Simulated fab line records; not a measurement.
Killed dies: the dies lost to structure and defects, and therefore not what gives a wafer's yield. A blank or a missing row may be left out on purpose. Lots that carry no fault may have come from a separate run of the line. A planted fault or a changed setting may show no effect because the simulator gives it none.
Which tool did it?    flow n5 finfet    72 wafers from 24 lots sampled at 6 of the route's 1938 steps

== WHAT EACH GAUGE READ, for each wafer ==
N5_BEOL_M5_OVL_MEAS_29. Usual: V4_OVL -0.5 nm, standard deviation 0.65.
lot   measured      on          V4_OVL (nm)     flag
L074  day 8 14:16   overlay-02  -0.7 -1.2 -2.0  
L075  day 9 09:20   overlay-01  0.6 0.1 -0.2    
L076  day 9 18:52   overlay-02  -0.9 -0.8 0.1   
L077  day 9 19:01   overlay-02  0.4 -1.4 -0.9   
L079  day 9 19:04   overlay-01  -0.2 -0.4 -0.7  
L078  day 10 02:24  overlay-02  0.0 -0.9 -0.2   
L080  day 10 04:12  overlay-02  -0.7 -0.6 -0.9  
L081  day 10 07:24  overlay-02  0.0 -0.4 0.0    
L083  day 10 21:56  overlay-02  -1.2 -1.3 -0.8  
L082  day 11 06:38  overlay-02  -0.3 -1.6 0.2   
L084  day 11 17:43  overlay-02  -0.3 -0.4 -0.8  
L086  day 11 23:38  overlay-02  -0.7 -0.4 -0.8  
L085  day 12 02:19  overlay-02  -0.2 -0.8 1.7   
L087  day 12 05:20  overlay-02  0.8 -1.1 -0.1   
L088  day 12 10:13  overlay-02  0.2 0.9 0.2     
L090  day 13 04:09  overlay-02  -0.5 -0.3 -0.2  
L091  day 13 07:06  overlay-02  -0.1 -0.8 -0.4  
L089  day 13 07:40  overlay-02  -0.2 -0.9 0.0   
L093  day 13 15:28  overlay-02  0.2 0.1 -1.2    
L092  day 13 15:39  overlay-02  0.6 0.5 0.1     
L096  day 14 09:50  overlay-02  -0.2 0.6 -1.0   
L094  day 14 09:53  overlay-02  -0.5 -1.1 -1.6  
L095  day 14 10:02  overlay-02  -0.6 -1.7 -0.8  
L097  day 15 10:36  overlay-02  -1.5 -0.4 -2.6  

N5_BEOL_M5_RS_MEAS_57: a four-point-probe measurement. Usual: M5_RS 0.384 ohm/sq, standard deviation 0.016.
lot   measured      on             M5_RS (ohm/sq)     flag
L074  day 8 23:25   film metro-01  0.401 0.374 0.385  
L075  day 9 17:05   film metro-02  0.381 0.370 0.373  
L076  day 10 02:48  film metro-02  0.386 0.386 0.373  
L077  day 10 07:26  film metro-02  0.366 0.395 0.396  
L079  day 10 07:50  film metro-01  0.388 0.389 0.375  
L078  day 10 10:47  film metro-02  0.378 0.356 0.386  
L080  day 10 12:44  film metro-01  0.383 0.376 0.388  
L081  day 10 15:03  film metro-02  0.365 0.410 0.394  
L083  day 11 07:53  film metro-02  0.433 0.400 0.406  
L082  day 11 16:02  film metro-02  0.359 0.399 0.372  
L084  day 12 01:52  film metro-01  0.347 0.403 0.370  
L086  day 12 07:40  film metro-02  0.372 0.369 0.404  
L085  day 12 11:35  film metro-01  0.389 0.386 0.374  
L087  day 12 13:31  film metro-02  0.401 0.377 0.379  
L088  day 12 19:13  film metro-01  0.392 0.421 0.376  
L090  day 13 13:50  film metro-02  0.358 0.398 0.402  
L091  day 13 14:42  film metro-01  0.395 0.380 0.380  
L089  day 13 17:44  film metro-02  0.370 0.377 0.391  
L093  day 13 23:27  film metro-01  0.352 0.381 0.367  
L092  day 13 23:34  film metro-02  0.375 0.371 0.381  
L096  day 14 17:28  film metro-02  0.398 0.361 0.405  
L094  day 14 18:45  film metro-01  0.374 0.377 0.381  
L095  day 14 18:16  film metro-02  0.419 0.374 0.362  
L097  day 15 18:37  film metro-01  0.366 0.422 0.377  

N5_BEOL_M6_CD_MEAS_18: pitch 80 nm, target cd 40 nm. Usual: cd nm at 39.6 nm, with a standard deviation of 0.76.
lot   measured      on         cd nm (nm)      flag
L074  day 9 01:43   cd sem-02  39.2 40.3 40.0  
L075  day 9 20:41   cd sem-02  38.6 40.1 39.5  
L076  day 10 05:32  cd sem-02  39.6 40.3 40.2  
L077  day 10 09:59  cd sem-01  40.4 39.3 39.9  
L079  day 10 10:18  cd sem-01  38.5 41.2 39.2  
L078  day 10 13:02  cd sem-02  40.4 39.4 40.8  
L080  day 10 15:11  cd sem-02  39.7 40.4 40.0  
L081  day 10 18:38  cd sem-02  39.3 39.1 40.6  
L083  day 11 12:07  cd sem-01  39.5 38.4 40.5  
L082  day 11 19:50  cd sem-01  39.4 40.5 39.0  
L084  day 12 04:05  cd sem-02  38.1 38.1 40.1  
L086  day 12 09:37  cd sem-02  40.0 39.3 40.2  
L085  day 12 14:46  cd sem-01  38.6 39.3 38.8  
L087  day 12 15:35  cd sem-01  40.8 41.3 38.6  
L088  day 12 21:27  cd sem-02  38.8 40.7 37.8  
L090  day 13 16:20  cd sem-02  39.1 40.5 39.5  
L091  day 13 17:56  cd sem-01  40.6 39.4 40.1  
L089  day 13 20:03  cd sem-02  40.2 40.9 39.9  
L093  day 14 02:59  cd sem-02  39.8 38.4 39.1  
L092  day 14 03:23  cd sem-02  39.1 39.7 39.3  
L096  day 14 20:28  cd sem-02  40.2 39.6 40.3  
L094  day 14 21:41  cd sem-01  40.9 40.4 40.5  
L095  day 14 22:31  cd sem-02  41.1 38.8 40.1  
L097  day 16 00:19  cd sem-01  38.9 39.6 40.1  

== EACH LOT AND THE TOOL THAT RAN IT (in order: tool; ch and the chambers of the sampled wafers; start) ==
lot   N5_BEOL_M5_CO_CAP_78              N5_BEOL_M6_ILD_DEP_00            N5_BEOL_M6_DESCUM_16
L074  cvd co-01 ch 0,1, day 8 23:14     pecvd-03 ch 0,1, day 8 23:29     rie diel-06 ch 0,1, day 9 01:15
L075  cvd co-01 ch 1,2, day 9 16:55     pecvd-03 ch 1,2, day 9 17:10     rie diel-05 ch 0,1, day 9 20:05
L076  cvd co-02 ch 0,1, day 10 02:37    pecvd-01 ch 0,1,2, day 10 02:53  rie diel-06 ch 0,1, day 10 05:04
L077  cvd co-01 ch 0,1,2, day 10 07:14  pecvd-03 ch 0,1,2, day 10 07:29  rie diel-06 ch 0,1,2, day 10 09:30
L079  cvd co-01 ch 0,1,2, day 10 07:40  pecvd-01 ch 1,2, day 10 07:54    rie diel-02 ch 0,2,3, day 10 09:40
L078  cvd co-02 ch 0,1, day 10 10:37    pecvd-01 ch 0,1,2, day 10 10:52  rie diel-06 ch 1,2, day 10 12:28
L080  cvd co-02 ch 0,1, day 10 12:32    pecvd-03 ch 1,2, day 10 12:49    rie diel-02 ch 2,3, day 10 14:44
L081  cvd co-01 ch 0,1,2, day 10 14:45  pecvd-04 ch 0, day 10 15:07      rie diel-05 ch 0,2, day 10 18:01
L083  cvd co-02 ch 0,2, day 11 07:42    pecvd-04 ch 0,1,2, day 11 07:56  rie diel-02 ch 2,3, day 11 11:38
L082  cvd co-01 ch 0,1,2, day 11 15:52  pecvd-03 ch 0,1, day 11 16:07    rie diel-06 ch 1,2,3, day 11 19:22
L084  cvd co-01 ch 0,2, day 12 01:41    pecvd-04 ch 0,1, day 12 01:56    rie diel-05 ch 0,2, day 12 03:37
L086  cvd co-02 ch 0,1,2, day 12 07:26  pecvd-04 ch 0,1,2, day 12 07:44  rie diel-06 ch 0,2,3, day 12 09:08
L085  cvd co-02 ch 0,1, day 12 11:25    pecvd-03 ch 0,1, day 12 11:40    rie diel-02 ch 1,2, day 12 14:16
L087  cvd co-01 ch 1,2, day 12 13:20    pecvd-04 ch 0,1,2, day 12 13:35  rie diel-02 ch 1,3, day 12 15:07
L088  cvd co-02 ch 0,1,2, day 12 19:02  pecvd-01 ch 1,2, day 12 19:17    rie diel-02 ch 1,2,3, day 12 20:59
L090  cvd co-02 ch 0,2, day 13 13:37    pecvd-04 ch 0,1,2, day 13 13:54  rie diel-05 ch 1,2, day 13 15:52
L091  cvd co-01 ch 0,1, day 13 14:31    pecvd-04 ch 0,1,2, day 13 14:46  rie diel-05 ch 0,1,2, day 13 17:29
L089  cvd co-02 ch 0,2, day 13 17:31    pecvd-04 ch 0,1,2, day 13 17:47  rie diel-05 ch 0,2, day 13 19:35
L093  cvd co-01 ch 0,1,2, day 13 23:16  pecvd-01 ch 1,2, day 13 23:31    rie diel-05 ch 0,1, day 14 02:31
L092  cvd co-02 ch 0,2, day 13 23:22    pecvd-04 ch 0,1, day 13 23:37    rie diel-05 ch 0,1,2, day 14 02:53
L096  cvd co-01 ch 0,1,2, day 14 17:17  pecvd-04 ch 0,1,2, day 14 17:31  rie diel-06 ch 0,1,2, day 14 19:53
L094  cvd co-01 ch 0,1,2, day 14 18:34  pecvd-01 ch 1,2, day 14 18:49    rie diel-02 ch 0,1,3, day 14 21:10
L095  cvd co-02 ch 0,1,2, day 14 18:05  pecvd-04 ch 0,1,2, day 14 18:20  rie diel-05 ch 0,2, day 14 21:51
L097  cvd co-01 ch 0,2, day 15 18:24    pecvd-03 ch 1,2, day 15 18:41    rie diel-05 ch 0,2, day 15 23:50
- N5_BEOL_M5_CO_CAP_78: material Co, precursor CCTBA/H2, target thk 2 nm, time 102.1 s.
- N5_BEOL_M6_ILD_DEP_00: deposits SiCOH lowk from DEMS/porogen, target thk 179.75 nm, time 33.4 s.
- N5_BEOL_M6_DESCUM_16: chemistry O2, time 7.9 s.

== AS READ BY THE TOOLS THEMSELVES (means over the sampled wafers that have a number; for cases with no such wafer, the mark the record gives instead) ==
N5_BEOL_M5_CO_CAP_78. Usual: heater power outer w 120 W, standard deviation 10; heater power w 227 W, standard deviation 20.
lot   tool       heater power outer w (W)  heater power w (W)  flag
L074  cvd co-01  120                       232                 
L075  cvd co-01  118                       222                 
L076  cvd co-02  118                       221                 
L077  cvd co-01  118                       224                 
L079  cvd co-01  117                       225                 
L078  cvd co-02  117                       213                 
L080  cvd co-02  119                       225                 
L081  cvd co-01  120                       227                 
L083  cvd co-02  129                       239                 
L082  cvd co-01  117                       223                 
L084  cvd co-01  125                       238                 
L086  cvd co-02  124                       230                 
L085  cvd co-02  115                       214                 
L087  cvd co-01  115                       224                 
L088  cvd co-02  127                       230                 
L090  cvd co-02  120                       221                 
L091  cvd co-01  113                       215                 
L089  cvd co-02  130                       242                 
L093  cvd co-01  118                       228                 
L092  cvd co-02  119                       221                 
L096  cvd co-01  117                       225                 
L094  cvd co-01  119                       222                 
L095  cvd co-02  123                       232                 
L097  cvd co-01  124                       237                 

N5_BEOL_M6_ILD_DEP_00. Usual: heater power outer w 149 W, standard deviation 41; heater power w 312 W, standard deviation 65; showerhead plenum p Torr 5.738 Torr, standard deviation 0.015; showerhead vpp V 1363 V, standard deviation 44; throttle valve pct 14.1 %, standard deviation 0.87.
lot   tool      heater power outer w (W)  heater power w (W)  showerhead plenum p Torr (Torr)  showerhead vpp V (V)  throttle valve pct (%)  flag
L074  pecvd-03  129                       286                 5.733                            1361                  13.4                    
L075  pecvd-03  176                       371                 5.748                            1382                  13.2                    
L076  pecvd-01  135                       282                 5.726                            1369                  14.4                    
L077  pecvd-03  186                       370                 5.745                            1370                  13.5                    
L079  pecvd-01  125                       264                 5.728                            1398                  14.6                    
L078  pecvd-01  133                       280                 5.731                            1375                  14.4                    
L080  pecvd-03  187                       388                 5.737                            1331                  13.3                    
L081  pecvd-04  177                       357                 5.742                            1396                  14.9                    
L083  pecvd-04  134                       293                 5.741                            1353                  14.4                    
L082  pecvd-03  177                       351                 5.737                            1333                  13.1                    
L084  pecvd-04  156                       322                 5.743                            1361                  14.9                    
L086  pecvd-04  116                       265                 5.737                            1342                  14.4                    
L085  pecvd-03  152                       328                 5.746                            1335                  13.3                    
L087  pecvd-04  117                       267                 5.743                            1333                  14.4                    
L088  pecvd-01  128                       267                 5.731                            1386                  14.7                    
L090  pecvd-04  128                       278                 5.736                            1345                  14.5                    
L091  pecvd-04  114                       265                 5.744                            1354                  14.4                    
L089  pecvd-04  134                       288                 5.747                            1362                  14.5                    
L093  pecvd-01  136                       283                 5.732                            1392                  14.5                    
L092  pecvd-04  143                       298                 5.745                            1328                  15.1                    
L096  pecvd-04  136                       294                 5.748                            1355                  14.5                    
L094  pecvd-01  160                       324                 5.720                            1398                  14.0                    
L095  pecvd-04  119                       275                 5.735                            1347                  14.4                    
L097  pecvd-03  208                       417                 5.741                            1334                  13.2                    

N5_BEOL_M6_DESCUM_16. Usual: drypump motor current A 5.7 A, standard deviation 0.54; oes product au 0.79 a.u., standard deviation 0.084; rf vpp V 243.0 V, standard deviation 1.4; showerhead plenum p Torr 2.08 Torr, standard deviation 0.067; temp c 39.99 C, standard deviation 0.12; throttle valve pct 20.40 %, standard deviation 0.3.
lot   tool         drypump motor current A (A)  oes product au (a.u.)  rf vpp V (V)  showerhead plenum p Torr (Torr)  temp c (C)  throttle valve pct (%)  flag
L074  rie diel-06  5.7                          0.77                   243.8         2.13                             40.14       20.29                   
L075  rie diel-05  5.4                          0.73                   242.1         2.05                             40.11       20.16                   
L076  rie diel-06  5.7                          0.77                   244.7         2.13                             39.88       20.29                   
L077  rie diel-06  5.7                          0.83                   244.6         2.14                             40.11       20.32                   
L079  rie diel-02  5.5                          0.77                   244.4         2.16                             40.01       20.79                   
L078  rie diel-06  5.8                          0.90                   243.8         2.14                             40.09       20.33                   
L080  rie diel-02  5.2                          0.85                   243.9         2.16                             39.87       20.70                   
L081  rie diel-05  6.2                          0.79                   240.9         2.00                             39.98       20.16                   
L083  rie diel-02  5.2                          0.82                   244.8         2.15                             40.09       20.72                   
L082  rie diel-06  5.6                          0.86                   243.3         2.10                             39.82       20.17                   
L084  rie diel-05  6.2                          0.78                   241.7         1.99                             40.08       20.18                   
L086  rie diel-06  5.2                          0.83                   243.4         2.10                             40.04       20.33                   
L085  rie diel-02  5.5                          0.71                   243.6         2.13                             40.03       20.80                   
L087  rie diel-02  5.6                          0.78                   243.4         2.12                             40.02       20.84                   
L088  rie diel-02  5.4                          0.76                   242.7         2.14                             40.01       20.77                   
L090  rie diel-05  5.6                          0.77                   242.6         2.04                             39.92       20.28                   
L091  rie diel-05  5.7                          0.75                   242.1         2.02                             39.98       20.23                   
L089  rie diel-05  6.2                          0.78                   242.3         1.99                             40.02       20.20                   
L093  rie diel-05  5.8                          0.74                   240.8         2.00                             40.02       20.20                   
L092  rie diel-05  5.7                          0.74                   242.1         2.02                             39.93       20.25                   
L096  rie diel-06  5.7                          0.79                   243.7         2.12                             40.01       20.38                   
L094  rie diel-02  5.7                          0.82                   244.2         2.13                             39.93       20.84                   
L095  rie diel-05  6.2                          0.76                   241.6         1.98                             39.97       20.21                   
L097  rie diel-05  6.2                          0.75                   241.0         1.98                             39.90       20.23                   

== THE ANSWER, worked out from the rows above alone ==
Rule: a lot is off if the mean of its wafers that have a number lies more than 3 standard deviations from the usual mean. Also off: a lot with no number at a reading for which 4 or more lots have one. Any other lot the step has rows for is counted as sound. After the gauges, taken in route order, come the tools' own readings; for these a lot's mean is taken, as printed above. The first step at which some lot is off is used, and at that step the reading that is off furthest; a lot without a number counts as furthest.
No lot is off on any of the readings shown, so nothing can be concluded from this.

== WHAT HAD BEEN PUT IN BY THE SIMULATOR ==
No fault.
